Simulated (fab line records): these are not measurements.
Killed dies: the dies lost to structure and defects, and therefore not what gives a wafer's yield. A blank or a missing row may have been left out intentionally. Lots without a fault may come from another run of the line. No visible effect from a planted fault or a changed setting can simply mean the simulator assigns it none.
Matching of chambers | flow nand_harc | pecvd-04 running NHARC_P_M0_PRE_CLEAN_31: 3 sister chambers
The step time 12 s. 6 wafers are shown with their chamber, then 7 later ones without.

## WAFERS PAIRED WITH THEIR CHAMBERS
wafer  | chamber | heater_power_w (W) | susceptor_temp_C (C)
L081.3 | 2       | 585                | 369.82
L081.5 | 1       | 759                | 370.18
L089.1 | 1       | 788                | 370.37
L089.6 | 0       | 617                | 370.14
L092.1 | 2       | 617                | 370.04
L092.3 | 0       | 699                | 369.85

## WAFERS WITHOUT THEIR CHAMBER
wafer  | heater_power_w (W) | susceptor_temp_C (C)
L092.4 | 673                | 370.53
L094.1 | 522                | 369.80
L094.2 | 701                | 370.15
L094.4 | 695                | 370.10
L096.2 | 611                | 369.97
L096.5 | 722                | 369.98
L096.6 | 683                | 369.87

## THE CHAMBER EACH PASSED THROUGH
wafer  | from the rows above          | in truth
L092.4 | can't be placed: 1 or 0 or 2 | 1
L094.1 | can't be placed: 2 or 0      | 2
L094.2 | can't be placed: 0 or 1 or 2 | 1
L094.4 | can't be placed: 0 or 1 or 2 | 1
L096.2 | can't be placed: 2 or 0      | 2
L096.5 | can't be placed: 0 or 1 or 2 | 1
L096.6 | can't be placed: 0 or 2      | 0
Placed correctly: 0 of 7. Not placeable from these rows: 7 (in 7, the candidates include the true chamber). 0 placed wrongly.
How it was worked out, from the rows above alone: a wafer's distance from a chamber is the root of the sum, over the readings, of the square of ((its reading less the chamber's mean) divided by the reading's scatter). If the next closest chamber is less than 2 further off than the closest, the wafer can't be placed; otherwise it belongs to the closest. A chamber's mean is the mean of its shown wafers. The scatter: take each reading less its chamber's mean, square it, sum over the shown wafers, divide by the number of wafers less the number of chambers, and take the root.
